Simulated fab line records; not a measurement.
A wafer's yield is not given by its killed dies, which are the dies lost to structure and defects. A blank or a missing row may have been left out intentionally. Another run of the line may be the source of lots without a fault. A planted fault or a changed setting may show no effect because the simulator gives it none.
Chamber matching	flow n5Finfet	N5_BEOL_M4_ETCH_70 on rieDiel-06 has 4 sister chambers
The step etches SOC in N2/H2, target depth 80 nm, overetch 24 nm, time 130 s. 20 wafers are shown with their chamber, then 10 later ones without.

## EACH WAFER AND ITS CHAMBER
wafer	chamber	drypumpMotorCurrentA (A)	throttleValvePct (%)	showerheadPlenumPTorr (Torr)
L074.1	0	5.1	18.00	2.61
L074.3	2	5.6	17.85	2.40
L074.6	2	5.7	17.87	2.40
L078.1	0	5.0	18.04	2.61
L078.2	3	6.4	17.72	2.41
L078.5	0	5.0	18.05	2.61
L080.1	1	5.4	17.42	2.53
L080.4	0	5.0	18.04	2.61
L080.5	2	5.6	17.49	2.72
L083.2	3	6.4	17.74	2.41
L083.3	1	5.4	17.41	2.53
L083.4	0	5.0	18.04	2.60
L084.1	0	5.1	18.05	2.60
L084.2	1	5.4	17.41	2.53
L084.3	3	6.4	17.75	2.41
L085.1	3	6.4	17.75	2.40
L085.2	2	5.6	17.50	2.72
L085.3	1	5.4	17.43	2.53
L088.2	1	5.4	17.44	2.53
L088.3	3	6.4	17.76	2.40

SIGNATURES, as means of the wafers listed above
reading	chamber 0	chamber 1	chamber 2	chamber 3	scatter within a chamber
drypumpMotorCurrentA	5.033	5.400	5.625	6.400	0.0361
throttleValvePct	18.0367	17.4220	17.6775	17.7440	0.0925
showerheadPlenumPTorr	2.6067	2.5300	2.5600	2.4060	0.0801
Rule: for a wafer and a chamber, the distance is found by dividing, reading by reading, the gap between the wafer's reading and the chamber's mean by the reading's scatter, squaring, summing and taking the root. If the next closest chamber is less than 2 further off than the closest, the wafer can't be placed; otherwise it belongs to the closest. The scatter is the square root of a quotient: the sum, over the shown wafers, of each reading's squared deviation from its chamber's mean, divided by wafers minus chambers.

## WAFERS WITHOUT THEIR CHAMBER
wafer	drypumpMotorCurrentA (A)	throttleValvePct (%)	showerheadPlenumPTorr (Torr)
L088.5	5.6	17.50	2.71
L094.3	5.7	17.54	2.71
L094.4	5.4	17.47	2.52
L094.5	5.4	17.45	2.52
L096.1	5.7	17.56	2.70
L096.2	5.1	17.66	2.59
L096.5	5.7	17.55	2.70
L097.1	5.4	17.47	2.52
L097.2	5.6	17.54	2.70
L097.5	5.0	17.65	2.59

## THE CHAMBER EACH PASSED THROUGH
wafer	from the rows above	in truth
L088.5	2	2
L094.3	2	2
L094.4	1	1
L094.5	1	1
L096.1	2	2
L096.2	0	0
L096.5	2	2
L097.1	1	1
L097.2	2	2
L097.5	0	0
Correct placement for 10 of the 10. Number that these rows cannot place: 0. Placed wrongly: 0.
